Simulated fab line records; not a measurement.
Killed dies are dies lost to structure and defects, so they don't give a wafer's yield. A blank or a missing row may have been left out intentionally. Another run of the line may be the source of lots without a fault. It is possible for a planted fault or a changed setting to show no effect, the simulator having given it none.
What tool caused it? | flow nand_harc | 39 wafers from 13 lots sampled at 5 of the route's 1159 steps

== WHAT THE GAUGES SHOWED, per wafer ==
NHARC_P_M0_THK_MEAS_24: measures by xrf. Usual: thk_nm 117.2 nm, standard deviation 1.6.
lot  | measured     | on            | thk_nm (nm)       | flag
L112 | day 5 21:11  | film_metro-02 | 116.9 117.9 116.7 |
L114 | day 6 12:00  | film_metro-02 | 114.1 116.7 116.0 |
L116 | day 6 19:04  | film_metro-02 | 116.0 116.7 117.9 |
L118 | day 7 10:52  | film_metro-01 | 120.1 118.3 118.1 |
L117 | day 7 11:16  | film_metro-01 | 116.9 116.7 118.5 |
L123 | day 9 03:17  | film_metro-01 | 114.9 117.5 115.6 |
L127 | day 9 13:52  | film_metro-01 | 118.5 116.2 116.3 |
L128 | day 10 05:53 | film_metro-02 | 119.3 116.2 116.9 |
L130 | day 10 09:50 | film_metro-02 | 118.1 115.3 115.3 |
L129 | day 10 10:25 | film_metro-02 | 115.8 116.6 116.3 |
L132 | day 10 20:57 | film_metro-02 | 117.3 113.4 116.0 |
L133 | day 10 23:51 | film_metro-02 | 117.0 116.0 118.6 |
L135 | day 11 14:48 | film_metro-01 | 118.8 118.2 119.6 |

NHARC_P_M1_OVL_MEAS_10: pitch 260 nm. Usual: overlay_x_nm 0.6 nm, standard deviation 0.75; overlay_y_nm 0.0 nm, standard deviation 0.89.
lot  | measured     | on         | overlay_x_nm (nm) | overlay_y_nm (nm) | flag
L112 | day 5 22:51  | overlay-02 | 0.5 0.4 -0.2      | 0.1 -0.6 -0.6     |
L114 | day 6 13:31  | overlay-01 | 0.4 0.2 0.4       | 0.9 0.4 0.1       |
L116 | day 6 20:43  | overlay-01 | -0.6 0.2 0.1      | -1.0 -1.5 -1.0    |
L118 | day 7 12:38  | overlay-01 | 0.9 0.7 0.6       | 0.0 0.0 -0.6      |
L117 | day 7 12:49  | overlay-01 | 1.3 1.9 1.7       | 1.5 1.7 1.6       |
L123 | day 9 04:58  | overlay-02 | 0.5 -0.4 -0.1     | -0.8 -0.4 -0.3    |
L127 | day 9 15:32  | overlay-02 | -0.4 -0.3 0.0     | 0.1 -0.5 0.1      |
L128 | day 10 07:22 | overlay-01 | 1.9 1.8 1.7       | 1.6 0.6 1.1       |
L130 | day 10 11:30 | overlay-01 | 0.8 0.5 0.8       | 0.1 -0.1 -0.5     |
L129 | day 10 12:02 | overlay-01 | -0.9 -0.3 -0.1    | -0.6 -0.6 -0.2    |
L132 | day 10 22:53 | overlay-01 | 0.8 0.4 0.4       | 0.6 0.5 0.2       |
L133 | day 11 01:28 | overlay-02 | 0.5 0.0 -0.2      | 0.0 -0.2 0.1      |
L135 | day 11 16:27 | overlay-01 | 0.0 -0.1 0.0      | 0.5 1.1 0.7       |

NHARC_END_SORT_01. Usual: defect_limited_yield 95.5 %, standard deviation 1.8; killed_at_array 27, standard deviation 11; killed_at_other 0.6, standard deviation 1; killed_at_periphery 3.0, standard deviation 2.1; killed_dies 31, standard deviation 12; killed_open 3.2, standard deviation 1.7; killed_short 1.7, standard deviation 1.4; sort_bin_2_pct 1.4 %, standard deviation 0.68; sort_bin_3_pct 0.25 %, standard deviation 0.2; sort_bin_4_pct 2.9 %, standard deviation 1.2; sort_n_pass 646, standard deviation 12; sort_rim_yield_pct 95.7 %, standard deviation 2.8; sort_yield_pct 95.5 %, standard deviation 1.8.
lot  | measured     | on        | defect_limited_yield (%) | killed_at_array | killed_at_other | killed_at_periphery | killed_dies | killed_open | killed_short | sort_bin_2_pct (%) | sort_bin_3_pct (%) | sort_bin_4_pct (%) | sort_n_pass | sort_rim_yield_pct (%) | sort_yield_pct (%) | flag
L112 | day 20 06:16 | prober-01 | 96.3 96.3 96.6           | 23 23 21        | 1 0 1           | 1 2 1               | 25 25 23    | 4 3 2       | 1 1 1        | 0.4 1.8 0.4        | 0.30 0.15 0.15     | 3.0 1.8 2.8        | 652 652 654 | 94.3 94.3 93.4         | 96.3 96.3 96.6     |
L114 | day 20 12:38 | prober-02 | 95.9 96.0 94.1           | 24 21 38        | 0 1 1           | 4 5 1               | 28 27 40    | 4 2 2       | 0 2 3        | 1.3 1.5 2.4        | 0.15 0 0.44        | 2.7 2.5 3.1        | 649 650 637 | 94.3 98.1 91.5         | 95.9 96.0 94.1     |
L116 | day 20 20:29 | prober-02 | 96.6 95.3 95.0           | 19 30 27        | 2 0 3           | 2 2 4               | 23 32 34    | 4 5 4       | 1 0 2        | 1.9 1.6 1.3        | 0 0.30 0.15        | 1.5 2.8 3.5        | 654 645 643 | 97.2 97.2 96.2         | 96.6 95.3 95.0     |
L118 | day 21 03:04 | prober-01 | 96.5 97.9 96.6           | 20 14 21        | 0 0 0           | 4 0 2               | 24 14 23    | 4 0 2       | 4 1 1        | 1.3 0.3 1.0        | 0.44 0.30 0        | 1.8 1.5 2.4        | 653 663 654 | 94.3 99.1 97.2         | 96.5 97.9 96.6     |
L117 | day 21 17:43 | prober-02 | 95.3 94.8 96.3           | 30 31 22        | 1 0 1           | 1 4 2               | 32 35 25    | 3 4 3       | 2 2 4        | 1.0 1.2 1.0        | 0.30 0.15 0.15     | 3.4 3.8 2.5        | 645 642 652 | 93.4 93.4 97.2         | 95.3 94.8 96.3     |
L123 | day 22 08:10 | prober-01 | 96.3 96.9 95.3           | 22 18 26        | 1 1 0           | 2 2 6               | 25 21 32    | 5 2 4       | 0 0 3        | 1.5 0.7 1.8        | 0.44 0.15 0.30     | 1.8 2.2 2.7        | 652 656 645 | 95.3 92.5 92.5         | 96.3 96.9 95.3     |
L127 | day 22 18:27 | prober-02 | 94.2 94.7 95.9           | 34 28 27        | 0 1 0           | 5 7 1               | 39 36 28    | 2 5 4       | 1 1 0        | 1.3 1.3 1.5        | 0.30 0.15 0.15     | 4.1 3.8 2.5        | 638 641 649 | 96.2 95.3 98.1         | 94.2 94.7 95.9     |
L128 | day 23 12:49 | prober-01 | 92.2 93.1 93.6           | 48 40 36        | 4 3 2           | 1 4 5               | 53 47 43    | 1 4 0       | 2 2 1        | 2.5 2.5 2.1        | 0.30 0.44 0.74     | 5.0 4.0 3.5        | 624 630 634 | 98.1 95.3 98.1         | 92.2 93.1 93.6     |
L130 | day 23 21:19 | prober-01 | 93.9 91.4 92.6           | 39 57 46        | 0 0 1           | 2 1 3               | 41 58 50    | 3 5 4       | 1 3 1        | 1.5 3.8 2.2        | 0.89 0.30 0.15     | 3.7 4.4 5.0        | 636 619 627 | 89.6 91.5 87.7         | 93.9 91.4 92.6     |
L129 | day 23 22:05 | prober-02 | 96.5 96.2 97.0           | 19 19 10        | 1 2 0           | 4 5 10              | 24 26 20    | 2 2 3       | 2 3 1        | 1.5 0.7 0.6        | 0.30 0.44 0.30     | 1.8 2.7 2.1        | 653 651 657 | 95.3 98.1 98.1         | 96.5 96.2 97.0     |
L132 | day 24 12:21 | prober-01 | 91.9 92.2 92.6           | 49 50 45        | 0 1 0           | 6 2 5               | 55 53 50    | 5 2 6       | 1 3 2        | 2.1 2.5 1.9        | 0.15 0.30 0.15     | 5.9 5.0 5.3        | 622 624 627 | 93.4 93.4 88.7         | 91.9 92.2 92.6     |
L133 | day 25 01:40 | prober-01 | 91.7 93.1 92.3           | 54 42 46        | 0 0 0           | 2 5 6               | 56 47 52    | 2 5 3       | 0 1 0        | 2.7 2.5 3.1        | 0.59 0.30 0.30     | 5.0 4.1 4.3        | 621 630 625 | 96.2 95.3 94.3         | 91.7 93.1 92.3     |
L135 | day 26 19:52 | prober-02 | 95.3 96.6 96.9           | 29 19 19        | 2 2 0           | 1 2 2               | 32 23 21    | 2 2 2       | 3 1 3        | 1.2 1.3 1.5        | 0.59 0.44 0.15     | 3.0 1.6 1.5        | 645 654 656 | 99.1 99.1 98.1         | 95.3 96.6 96.9     |

== EACH LOT AND THE TOOL THAT RAN IT (in order: tool; ch and the chambers of the sampled wafers; start) ==
lot  | NHARC_P_M0_ANNEAL_30             | NHARC_P_M1_SOFTBAKE_04
L112 | rtp_anneal-02 ch 0, day 5 20:37  | litho_track-01 ch 0, day 5 22:00
L114 | rtp_anneal-02 ch 0, day 6 11:20  | litho_track-06 ch 0, day 6 13:00
L116 | rtp_anneal-02 ch 0, day 6 18:24  | litho_track-06 ch 0, day 6 20:00
L118 | rtp_anneal-01 ch 0, day 7 10:14  | litho_track-01 ch 0, day 7 12:00
L117 | rtp_anneal-02 ch 0, day 7 10:39  | litho_track-04 ch 0, day 7 12:00
L123 | rtp_anneal-02 ch 0, day 9 02:41  | litho_track-04 ch 0, day 9 04:00
L127 | rtp_anneal-01 ch 0, day 9 13:16  | litho_track-06 ch 0, day 9 15:00
L128 | rtp_anneal-01 ch 0, day 10 05:17 | litho_track-04 ch 0, day 10 06:00
L130 | rtp_anneal-02 ch 0, day 10 09:10 | litho_track-06 ch 0, day 10 10:00
L129 | rtp_anneal-01 ch 0, day 10 09:48 | litho_track-01 ch 0, day 10 11:00
L132 | rtp_anneal-02 ch 0, day 10 20:17 | litho_track-01 ch 0, day 10 22:00
L133 | rtp_anneal-01 ch 0, day 10 23:14 | litho_track-01 ch 0, day 11 00:00
L135 | rtp_anneal-01 ch 0, day 11 14:12 | litho_track-01 ch 0, day 11 15:00
- NHARC_P_M0_ANNEAL_30: time 90 s.
- NHARC_P_M1_SOFTBAKE_04: time 55 s.

== AS READ BY THE TOOLS THEMSELVES (means over the sampled wafers that have a number; for cases with no such wafer, the mark the record gives instead) ==
NHARC_P_M0_ANNEAL_30. Usual: anneal_temp_c_max 225.78, standard deviation 0.21; wafer_temp_C_max 226.40, standard deviation 0.28.
lot  | tool          | anneal_temp_c_max | wafer_temp_C_max | flag
L112 | rtp_anneal-02 | 225.95            | 226.78           |
L114 | rtp_anneal-02 | 225.45            | 226.35           |
L116 | rtp_anneal-02 | 226.03            | 226.55           |
L118 | rtp_anneal-01 | 225.87            | 226.15           |
L117 | rtp_anneal-02 | 225.56            | 226.51           |
L123 | rtp_anneal-02 | 225.91            | 226.15           |
L127 | rtp_anneal-01 | 226.04            | 226.25           |
L128 | rtp_anneal-01 | 225.65            | 226.48           |
L130 | rtp_anneal-02 | 225.68            | 226.65           |
L129 | rtp_anneal-01 | 225.86            | 226.35           |
L132 | rtp_anneal-02 | 225.87            | 226.11           |
L133 | rtp_anneal-01 | 226.13            | 226.26           |
L135 | rtp_anneal-01 | 225.63            | 226.25           |

NHARC_P_M1_SOFTBAKE_04. Usual: heater_power_total_W 188.46 W, standard deviation 0.15; plate_temp_C 105.01 C, standard deviation 0.15.
lot  | tool           | heater_power_total_W (W) | plate_temp_C (C) | flag
L112 | litho_track-01 | 188.45                   | 105.32           |
L114 | litho_track-06 | 188.55                   | 104.89           |
L116 | litho_track-06 | 188.43                   | 104.93           |
L118 | litho_track-01 | 188.34                   | 105.20           |
L117 | litho_track-04 | 188.48                   | 104.90           |
L123 | litho_track-04 | 201.44                   | 110.07           | OFF
L127 | litho_track-06 | 188.46                   | 104.97           |
L128 | litho_track-04 | 201.10                   | 110.16           | OFF
L130 | litho_track-06 | 188.44                   | 105.08           |
L129 | litho_track-01 | 188.36                   | 104.85           |
L132 | litho_track-01 | 188.33                   | 104.96           |
L133 | litho_track-01 | 188.39                   | 105.11           |
L135 | litho_track-01 | 188.35                   | 104.91           |

== THE ANSWER, worked out from the rows above alone ==
Rule: lot off if the mean of its wafers having a number is beyond 3 standard deviations from the usual mean. Also off: a lot with no number at a reading for which 4 or more lots have one. All remaining lots with rows at the step are treated as sound. The gauges are gone through in route order, then the tools' own readings, and for those a lot's mean is taken as printed above. At the first step where some lot is off, the reading lying furthest off is the one used; lots without a number count as furthest.
Off at NHARC_P_M1_SOFTBAKE_04 (heater_power_total_W): L123, L128.
A tool fits if, at that step or a process step before it, it ran every lot that is off, and no sound lot after the first of them. One fits: NHARC_P_M1_SOFTBAKE_04 on litho_track-04. Its last sound lot is L117 (day 7 12:00), its first lot that is off L123 (day 9 04:00): a fault that began between those two fits.
The tool's own readings at NHARC_P_M1_SOFTBAKE_04 bear it out: on the lots that are off they differ by more than 5 times the standard deviation of the sound lots' means. heater_power_total_W reads 201.27 W there against 188.42 W on the sound lots; plate_temp_C reads 110.11 C there against 105.01 C on the sound lots.

== WHAT THE SIMULATOR PUT IN ==
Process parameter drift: litho_track-04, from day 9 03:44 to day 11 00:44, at NHARC_P_M1_SOFTBAKE_04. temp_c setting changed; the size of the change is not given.
Shown lots that were struck: L123, L128. The rule given above showed the same thing.
